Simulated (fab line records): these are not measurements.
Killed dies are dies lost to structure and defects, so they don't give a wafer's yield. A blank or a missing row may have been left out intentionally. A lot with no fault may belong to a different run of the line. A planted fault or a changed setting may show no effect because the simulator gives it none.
fab line records	flow n5_finfet
[record] lots = 24	wafers = 72	last_day = 18
route steps=1938 shown BEOL_M4@1073 BEOL_M5@1126
lots untouched by any fault: they come from a run of this same line in which no faults occurred
start_h: the number of hours between the record's first day and the start of the first shown wafer of the lot	wait_h: time in hours since the lot's previous step	" repeats the value in the row above	L1.1+2: one row covering several wafers at once	- either no value or no given start	* or withheld: withheld	< > ~ a bound
route shown NAME@n: names a module that has steps shown in the file, with the first one's number in the route	usual: average and standard deviation across the fault-free wafers	same: alike in all rows	chamber/n: place in a boat	sites: each site's reading	_std_site: how widely they spread, as a standard deviation	_edge_site: mean of outer sites minus mean of inner sites	radius_mm: how far each site lies from the wafer's centre	mask NAME#n: copy n	behind: the tool/chamber that last shaped the wafer	hold: the reason the lot was held/the length of the hold in hours/how it ended	device: which transistor (n, p or np) failed to switch	end of line: the same wafers' tests at the end of the route	for a step that has no rows: nothing shown but its recipe	killed: the dies lost at the first sort to structure and to defects; this is not the yield of the wafer	map: per-die view of a wafer (x killed, . not killed, _ where there is no die)
set.NAME: the setting that was run; set.NAME@STEP: the one run at that earlier step	model.NAME: the simulator's own value behind a step, which no gauge read
route steps across a sampled set of lots; one table per step, one row per wafer
services: when a tool's chamber went out of use (start_h, in hours from the record's first day, below 0 if earlier), for how many hours, and the reason
[[steps]]
[step N5_BEOL_M4_OCD_MEAS_38]
[usual] trench_depth_nm = 55.5/0.92
lot.wafer	tool	chamber	start_h	wait_h	trench_depth_nm
L074.1	ocd-01	-	173.88	-	56.6
L074.2	"	-	"	"	54.4
L074.3	"	-	"	"	55.8
L075.1	ocd-02	-	188.53	-	54.3
L075.5	"	-	"	"	55.4
L075.6	"	-	"	"	56.3
L077.1	ocd-01	-	196.41	-	55.1
L077.5	"	-	"	"	54.4
L077.6	"	-	"	"	56.4
L076.1	ocd-02	-	196.45	-	54.4
L076.3	"	-	"	"	55.4
L076.4	"	-	"	"	57.3
L078.3	ocd-01	-	199.50	-	54.8
L078.4	"	-	"	"	54.3
L078.6	"	-	"	"	55.1
L079.2	ocd-02	-	201.57	-	53.8
L079.3	"	-	"	"	54.6
L079.4	"	-	"	"	55.0
L080.1	ocd-02	-	210.30	-	56.1
L080.3	"	-	"	"	54.6
L080.5	"	-	"	"	56.5
L081.1	ocd-01	-	220.41	-	56.2
L081.4	"	-	"	"	55.2
L081.6	"	-	"	"	56.0
L083.2	ocd-02	-	230.61	-	55.3
L083.5	"	-	"	"	55.2
L083.6	"	-	"	"	54.7
L082.1	ocd-02	-	231.17	-	55.9
L082.4	"	-	"	"	55.5
L082.5	"	-	"	"	55.3
L084.1	ocd-01	-	249.99	-	54.7
L084.4	"	-	"	"	56.1
L084.5	"	-	"	"	56.1
L085.1	ocd-02	-	253.73	-	55.2
L085.4	"	-	"	"	55.0
L085.6	"	-	"	"	54.0
L086.1	ocd-01	-	256.71	-	56.4
L086.4	"	-	"	"	54.8
L086.5	"	-	"	"	53.6
L087.3	ocd-01	-	257.09	-	55.1
L087.4	"	-	"	"	56.7
L087.6	"	-	"	"	55.9
L089.1	ocd-01	-	261.94	-	55.6
L089.2	"	-	"	"	56.8
L089.4	"	-	"	"	54.1
L088.1	ocd-01	-	266.48	-	54.9
L088.2	"	-	"	"	55.4
L088.6	"	-	"	"	56.2
L090.1	ocd-02	-	273.73	-	56.1
L090.2	"	-	"	"	56.2
L090.3	"	-	"	"	55.4
L092.1	ocd-02	-	278.60	-	54.9
L092.2	"	-	"	"	56.5
L092.3	"	-	"	"	57.1
L091.1	ocd-02	-	283.27	-	55.9
L091.4	"	-	"	"	54.4
L091.6	"	-	"	"	55.1
L094.1	ocd-01	-	294.07	-	55.9
L094.4	"	-	"	"	54.7
L094.6	"	-	"	"	57.4
L093.3	ocd-02	-	303.39	-	55.3
L093.4	"	-	"	"	56.0
L093.6	"	-	"	"	55.1
L095.2	ocd-02	-	304.29	-	56.7
L095.3	"	-	"	"	55.9
L095.6	"	-	"	"	57.5
L096.1	ocd-02	-	311.95	-	55.2
L096.2	"	-	"	"	56.3
L096.5	"	-	"	"	56.6
L097.1	ocd-01	-	316.51	-	54.5
L097.4	"	-	"	"	53.9
L097.6	"	-	"	"	55.2
[step N5_BEOL_M4_CD_MEAS_35]
[recipe] target_cd_nm = 18	target_cd_y_nm = 22.4	polarity = opening
[usual] cd_nm = 18.0/0.3
lot.wafer	tool	chamber	start_h	wait_h	cd_nm
L074.1	cd_sem-01	-	174.15	0.0	17.7
L074.2	"	-	"	"	17.9
L074.3	"	-	"	"	17.7
L075.1	cd_sem-01	-	188.68	0.0	17.7
L075.5	"	-	"	"	17.5
L075.6	"	-	"	"	18.0
L077.1	cd_sem-03	-	196.56	0.0	17.8
L077.5	"	-	"	"	17.9
L077.6	"	-	"	"	18.0
L076.1	cd_sem-01	-	196.65	0.0	18.1
L076.3	"	-	"	"	17.8
L076.4	"	-	"	"	18.0
L078.3	cd_sem-01	-	199.66	0.0	17.9
L078.4	"	-	"	"	17.6
L078.6	"	-	"	"	17.6
L079.2	cd_sem-03	-	201.72	0.0	17.3
L079.3	"	-	"	"	18.1
L079.4	"	-	"	"	17.9
L080.1	cd_sem-01	-	210.45	0.0	17.9
L080.3	"	-	"	"	17.8
L080.5	"	-	"	"	18.2
L081.1	cd_sem-01	-	220.56	0.0	17.7
L081.4	"	-	"	"	17.9
L081.6	"	-	"	"	18.0
L083.2	cd_sem-03	-	230.77	0.0	17.8
L083.5	"	-	"	"	18.0
L083.6	"	-	"	"	17.9
L082.1	cd_sem-01	-	231.42	0.0	18.1
L082.4	"	-	"	"	17.7
L082.5	"	-	"	"	17.8
L084.1	cd_sem-03	-	250.14	0.0	17.6
L084.4	"	-	"	"	17.7
L084.5	"	-	"	"	17.4
L085.1	cd_sem-02	-	253.88	0.0	17.7
L085.4	"	-	"	"	18.4
L085.6	"	-	"	"	18.3
L086.1	cd_sem-03	-	256.87	0.0	18.3
L086.4	"	-	"	"	18.1
L086.5	"	-	"	"	17.7
L087.3	cd_sem-03	-	257.26	0.0	18.6
L087.4	"	-	"	"	18.7
L087.6	"	-	"	"	18.5
L089.1	cd_sem-03	-	262.09	0.0	17.9
L089.2	"	-	"	"	17.9
L089.4	"	-	"	"	18.4
L088.1	cd_sem-02	-	266.63	0.0	17.9
L088.2	"	-	"	"	17.8
L088.6	"	-	"	"	18.3
L090.1	cd_sem-03	-	273.88	0.0	18.0
L090.2	"	-	"	"	18.0
L090.3	"	-	"	"	18.4
L092.1	cd_sem-02	-	278.75	0.0	18.0
L092.2	"	-	"	"	18.2
L092.3	"	-	"	"	18.2
L091.1	cd_sem-03	-	283.43	0.0	18.1
L091.4	"	-	"	"	17.8
L091.6	"	-	"	"	18.2
L094.1	cd_sem-03	-	294.23	0.0	18.2
L094.4	"	-	"	"	18.5
L094.6	"	-	"	"	18.5
L093.3	cd_sem-02	-	303.54	0.0	18.2
L093.4	"	-	"	"	17.8
L093.6	"	-	"	"	17.7
L095.2	cd_sem-02	-	304.44	0.0	17.8
L095.3	"	-	"	"	18.0
L095.6	"	-	"	"	17.7
L096.1	cd_sem-01	-	312.10	0.0	17.5
L096.2	"	-	"	"	18.1
L096.5	"	-	"	"	18.0
L097.1	cd_sem-03	-	316.66	0.0	17.8
L097.4	"	-	"	"	18.4
L097.6	"	-	"	"	17.7
[step N5_BEOL_M4_SPUTTER_92]
[recipe] material = Cu	target_thk_a = 45	temp_c = -20	chamber_pressure_pa = 0.07	power_w = withheld	time_s = 8.29
[usual] throttle_valve_pct = 30.1/0.98
lot.wafer	tool	chamber	start_h	wait_h	throttle_valve_pct
L074.1	pvd_sputter-01	-	176.75	0.1	31.9
L074.2	"	-	"	"	29.5
L074.3	"	-	"	"	30.1
L075.1	pvd_sputter-02	-	191.58	0.1	31.0
L075.5	"	-	"	"	28.4
L075.6	"	-	"	"	30.5
L077.1	pvd_sputter-02	-	198.62	0.1	31.3
L077.5	"	-	"	"	29.5
L077.6	"	-	"	"	30.8
L076.1	pvd_sputter-01	-	198.66	0.1	29.7
L076.3	"	-	"	"	32.1
L076.4	"	-	"	"	29.8
L078.3	pvd_sputter-02	-	202.60	0.1	29.5
L078.4	"	-	"	"	28.3
L078.6	"	-	"	"	29.5
L079.2	pvd_sputter-02	-	206.53	0.1	29.6
L079.3	"	-	"	"	30.6
L079.4	"	-	"	"	28.3
L080.1	pvd_sputter-03	-	213.47	0.1	28.5
L080.3	"	-	"	"	30.6
L080.5	"	-	"	"	29.9
L081.1	pvd_sputter-01	-	222.97	0.1	30.2
L081.4	"	-	"	"	29.5
L081.6	"	-	"	"	29.6
L083.2	pvd_sputter-01	-	233.10	0.1	29.7
L083.5	"	-	"	"	29.8
L083.6	"	-	"	"	29.5
L082.1	pvd_sputter-03	-	233.56	0.1	30.6
L082.4	"	-	"	"	31.5
L082.5	"	-	"	"	28.6
L084.1	pvd_sputter-03	-	252.58	0.1	29.9
L084.4	"	-	"	"	28.6
L084.5	"	-	"	"	30.7
L085.1	pvd_sputter-01	-	256.08	0.1	30.1
L085.4	"	-	"	"	29.7
L085.6	"	-	"	"	29.2
L086.1	pvd_sputter-02	-	259.14	0.1	30.6
L086.4	"	-	"	"	28.2
L086.5	"	-	"	"	29.5
L087.3	pvd_sputter-01	-	260.81	0.1	31.9
L087.4	"	-	"	"	29.8
L087.6	"	-	"	"	29.5
L089.1	pvd_sputter-01	-	264.79	0.1	29.8
L089.2	"	-	"	"	31.9
L089.4	"	-	"	"	29.8
L088.1	pvd_sputter-03	-	269.20	0.1	30.1
L088.2	"	-	"	"	30.6
L088.6	"	-	"	"	31.4
L090.1	pvd_sputter-02	-	276.34	0.1	29.6
L090.2	"	-	"	"	31.2
L090.3	"	-	"	"	30.7
L092.1	pvd_sputter-03	-	281.07	0.1	31.3
L092.2	"	-	"	"	28.4
L092.3	"	-	"	"	30.7
L091.1	pvd_sputter-02	-	285.70	0.1	28.2
L091.4	"	-	"	"	29.4
L091.6	"	-	"	"	30.5
L094.1	pvd_sputter-03	-	296.56	0.1	30.4
L094.4	"	-	"	"	28.5
L094.6	"	-	"	"	30.2
L093.3	pvd_sputter-01	-	305.63	0.1	29.9
L093.4	"	-	"	"	30.1
L093.6	"	-	"	"	29.6
L095.2	pvd_sputter-01	-	307.47	0.1	29.9
L095.3	"	-	"	"	29.8
L095.6	"	-	"	"	29.7
L096.1	pvd_sputter-01	-	314.75	0.1	29.9
L096.2	"	-	"	"	29.6
L096.5	"	-	"	"	29.4
L097.1	pvd_sputter-02	-	318.83	0.1	28.3
L097.4	"	-	"	"	29.6
L097.6	"	-	"	"	28.2
[step N5_BEOL_M5_CD_MEAS_11]
[recipe] target_cd_nm = 27.74	landing_energy_ev = 500	detector = se_inlens
[usual] cd_nm = 27.99/0.24
lot.wafer	tool	chamber	start_h	wait_h	cd_nm
L074.1	cd_sem-01	0	182.27	-	28.35
L074.2	"	0	"	"	28.00
L074.3	"	0	"	"	28.41
L075.1	cd_sem-03	0	196.37	-	28.03
L075.5	"	0	"	"	28.18
L075.6	"	0	"	"	27.83
L077.1	cd_sem-02	0	203.08	-	28.16
L077.5	"	0	"	"	28.18
L077.6	"	0	"	"	27.95
L076.1	cd_sem-01	0	203.34	-	28.30
L076.3	"	0	"	"	27.83
L076.4	"	0	"	"	27.86
L078.3	cd_sem-02	0	210.44	-	28.54
L078.4	"	0	"	"	28.03
L078.6	"	0	"	"	28.37
L079.2	cd_sem-02	0	211.31	-	28.13
L079.3	"	0	"	"	27.77
L079.4	"	0	"	"	28.42
L080.1	cd_sem-03	0	218.38	-	27.88
L080.3	"	0	"	"	28.19
L080.5	"	0	"	"	28.07
L081.1	cd_sem-03	0	226.94	-	27.84
L081.4	"	0	"	"	27.67
L081.6	"	0	"	"	28.31
L083.2	cd_sem-01	0	237.38	-	27.98
L083.5	"	0	"	"	27.98
L083.6	"	0	"	"	27.56
L082.1	cd_sem-01	0	239.66	-	27.94
L082.4	"	0	"	"	28.06
L082.5	"	0	"	"	28.17
L084.1	cd_sem-01	0	257.19	-	27.91
L084.4	"	0	"	"	27.54
L084.5	"	0	"	"	28.08
L085.1	cd_sem-02	0	261.18	-	28.32
L085.4	"	0	"	"	28.27
L085.6	"	0	"	"	28.69
L086.1	cd_sem-01	0	263.68	-	27.63
L086.4	"	0	"	"	27.78
L086.5	"	0	"	"	28.12
L087.3	cd_sem-01	0	266.20	-	28.02
L087.4	"	0	"	"	28.05
L087.6	"	0	"	"	27.95
L089.1	cd_sem-01	0	270.64	-	28.25
L089.2	"	0	"	"	28.17
L089.4	"	0	"	"	28.37
L088.1	cd_sem-03	0	274.08	-	27.62
L088.2	"	0	"	"	28.02
L088.6	"	0	"	"	27.85
L090.1	cd_sem-02	0	282.71	-	27.68
L090.2	"	0	"	"	27.97
L090.3	"	0	"	"	27.82
L092.1	cd_sem-03	0	287.06	-	28.00
L092.2	"	0	"	"	27.96
L092.3	"	0	"	"	27.86
L091.1	cd_sem-03	0	290.30	-	28.32
L091.4	"	0	"	"	28.03
L091.6	"	0	"	"	28.15
L094.1	cd_sem-03	0	307.29	-	27.95
L094.4	"	0	"	"	27.98
L094.6	"	0	"	"	28.05
L093.3	cd_sem-03	0	311.82	-	27.90
L093.4	"	0	"	"	28.07
L093.6	"	0	"	"	28.02
L095.2	cd_sem-02	0	312.02	-	28.13
L095.3	"	0	"	"	27.85
L095.6	"	0	"	"	27.72
L096.1	cd_sem-01	0	322.23	-	27.80
L096.2	"	0	"	"	27.63
L096.5	"	0	"	"	27.53
L097.1	cd_sem-02	0	322.75	-	27.85
L097.4	"	0	"	"	27.94
L097.6	"	0	"	"	27.84
[step N5_BEOL_M5_DEGAS_44]
[recipe] ambient = vacuum	temp_c = 250	time_s = 60
[usual] heater_power_w = 323/41
lot.wafer	tool	chamber	start_h	wait_h	heater_power_w
L074.1	pvd_sputter-02	-	187.82	1.3	311
L074.2	"	-	"	"	366
L074.3	"	-	"	"	284
L075.1	pvd_sputter-03	-	201.05	0.8	331
L075.5	"	-	"	"	344
L075.6	"	-	"	"	357
L076.1	pvd_sputter-02	-	208.23	0.7	312
L076.3	"	-	"	"	289
L076.4	"	-	"	"	360
L077.1	pvd_sputter-02	-	209.03	1.3	313
L077.5	"	-	"	"	310
L077.6	"	-	"	"	296
L078.3	pvd_sputter-03	-	215.31	0.2	353
L078.4	"	-	"	"	346
L078.6	"	-	"	"	329
L079.2	pvd_sputter-03	-	215.87	0.3	342
L079.3	"	-	"	"	336
L079.4	"	-	"	"	334
L080.1	pvd_sputter-01	-	220.99	0.6	246
L080.3	"	-	"	"	369
L080.5	"	-	"	"	379
L081.1	pvd_sputter-02	-	230.48	0.9	362
L081.4	"	-	"	"	305
L081.6	"	-	"	"	310
L083.2	pvd_sputter-02	-	240.45	0.2	372
L083.5	"	-	"	"	293
L083.6	"	-	"	"	358
L082.1	pvd_sputter-01	-	243.16	0.3	380
L082.4	"	-	"	"	385
L082.5	"	-	"	"	377
L084.1	pvd_sputter-02	-	261.38	1.0	300
L084.4	"	-	"	"	320
L084.5	"	-	"	"	286
L085.1	pvd_sputter-01	-	266.11	0.5	380
L085.4	"	-	"	"	243
L085.6	"	-	"	"	283
L086.1	pvd_sputter-01	-	266.19	0.5	369
L086.4	"	-	"	"	299
L086.5	"	-	"	"	378
L087.3	pvd_sputter-01	-	271.85	0.4	374
L087.4	"	-	"	"	285
L087.6	"	-	"	"	246
L089.1	pvd_sputter-02	-	273.80	0.9	312
L089.2	"	-	"	"	307
L089.4	"	-	"	"	370
L088.1	pvd_sputter-01	-	278.42	0.4	281
L088.2	"	-	"	"	384
L088.6	"	-	"	"	371
L090.1	pvd_sputter-01	-	288.06	0.7	248
L090.2	"	-	"	"	364
L090.3	"	-	"	"	292
L092.1	pvd_sputter-03	-	291.59	0.4	352
L092.2	"	-	"	"	356
L092.3	"	-	"	"	333
L091.1	pvd_sputter-01	-	297.22	2.2	372
L091.4	"	-	"	"	285
L091.6	"	-	"	"	379
L094.1	pvd_sputter-02	-	310.52	1.6	302
L094.4	"	-	"	"	296
L094.6	"	-	"	"	306
L095.2	pvd_sputter-02	-	316.71	0.2	305
L095.3	"	-	"	"	286
L095.6	"	-	"	"	305
L093.3	pvd_sputter-02	-	316.79	0.2	307
L093.4	"	-	"	"	310
L093.6	"	-	"	"	365
L096.1	pvd_sputter-01	-	324.92	0.9	252
L096.2	"	-	"	"	376
L096.5	"	-	"	"	369
L097.1	pvd_sputter-02	-	325.65	0.4	312
L097.4	"	-	"	"	291
L097.6	"	-	"	"	318
[step N5_BEOL_M5_ANNEAL_51]
[recipe] temp_c = 225	time_s = 90	ambient = N2
[usual] wafer_temp_C_max = 225.9/0.31
lot.wafer	tool	chamber	start_h	wait_h	wafer_temp_C_max
L074.1	rtp_anneal-01	0	193.05	0.1	225.8
L074.2	"	0	"	"	225.8
L074.3	"	0	"	"	225.9
L075.1	rtp_anneal-02	0	206.57	0.1	225.9
L075.5	"	0	"	"	226.3
L075.6	"	0	"	"	225.9
L077.1	rtp_anneal-01	0	214.71	0.1	225.6
L077.5	"	0	"	"	225.9
L077.6	"	0	"	"	225.7
L076.1	rtp_anneal-01	0	218.11	0.1	226.1
L076.3	"	0	"	"	225.8
L076.4	"	0	"	"	225.8
L078.3	rtp_anneal-02	0	220.68	0.1	226.6
L078.4	"	0	"	"	225.7
L078.6	"	0	"	"	226.1
L079.2	rtp_anneal-01	0	223.17	2.0	225.5
L079.3	"	0	"	"	225.9
L079.4	"	0	"	"	225.3
L080.1	rtp_anneal-02	0	226.22	0.1	226.5
L080.3	"	0	"	"	226.4
L080.5	"	0	"	"	226.1
L081.1	rtp_anneal-02	0	235.89	0.2	226.1
L081.4	"	0	"	"	225.8
L081.6	"	0	"	"	226.0
L083.2	rtp_anneal-02	0	247.32	0.1	226.4
L083.5	"	0	"	"	226.1
L083.6	"	0	"	"	226.6
L082.1	rtp_anneal-02	0	248.54	0.1	226.3
L082.4	"	0	"	"	225.8
L082.5	"	0	"	"	226.1
L084.1	rtp_anneal-01	0	266.77	0.1	225.3
L084.4	"	0	"	"	225.6
L084.5	"	0	"	"	225.3
L085.1	rtp_anneal-01	0	271.36	0.1	225.6
L085.4	"	0	"	"	225.3
L085.6	"	0	"	"	225.7
L086.1	rtp_anneal-01	0	271.63	0.1	225.6
L086.4	"	0	"	"	225.7
L086.5	"	0	"	"	225.6
L087.3	rtp_anneal-02	0	277.13	0.1	226.1
L087.4	"	0	"	"	226.1
L087.6	"	0	"	"	226.3
L089.1	rtp_anneal-01	0	278.95	0.1	225.8
L089.2	"	0	"	"	225.7
L089.4	"	0	"	"	225.8
L088.1	rtp_anneal-02	0	283.65	0.1	226.3
L088.2	"	0	"	"	225.9
L088.6	"	0	"	"	225.9
L090.1	rtp_anneal-02	0	293.51	0.1	226.9
L090.2	"	0	"	"	226.4
L090.3	"	0	"	"	226.2
L092.1	rtp_anneal-02	0	297.16	0.1	225.9
L092.2	"	0	"	"	226.2
L092.3	"	0	"	"	225.9
L091.1	rtp_anneal-01	0	302.39	0.1	225.4
L091.4	"	0	"	"	225.4
L091.6	"	0	"	"	225.5
L094.1	rtp_anneal-01	0	316.14	0.1	226.0
L094.4	"	0	"	"	225.7
L094.6	"	0	"	"	225.9
L095.2	rtp_anneal-01	0	321.95	0.1	225.8
L095.3	"	0	"	"	225.9
L095.6	"	0	"	"	225.6
L093.3	rtp_anneal-02	0	324.52	0.1	225.8
L093.4	"	0	"	"	225.9
L093.6	"	0	"	"	226.1
L096.1	rtp_anneal-02	0	330.69	0.1	225.9
L096.2	"	0	"	"	226.1
L096.5	"	0	"	"	225.6
L097.1	rtp_anneal-01	0	332.31	0.1	225.6
L097.4	"	0	"	"	225.6
L097.6	"	0	"	"	225.7
[[services]]
tool	chamber	start_h	hours	kind
rtp_anneal-01	-	172.14	1.0	pm
pvd_sputter-03	-	271.86	1.3	repair
[[key]]
fault none
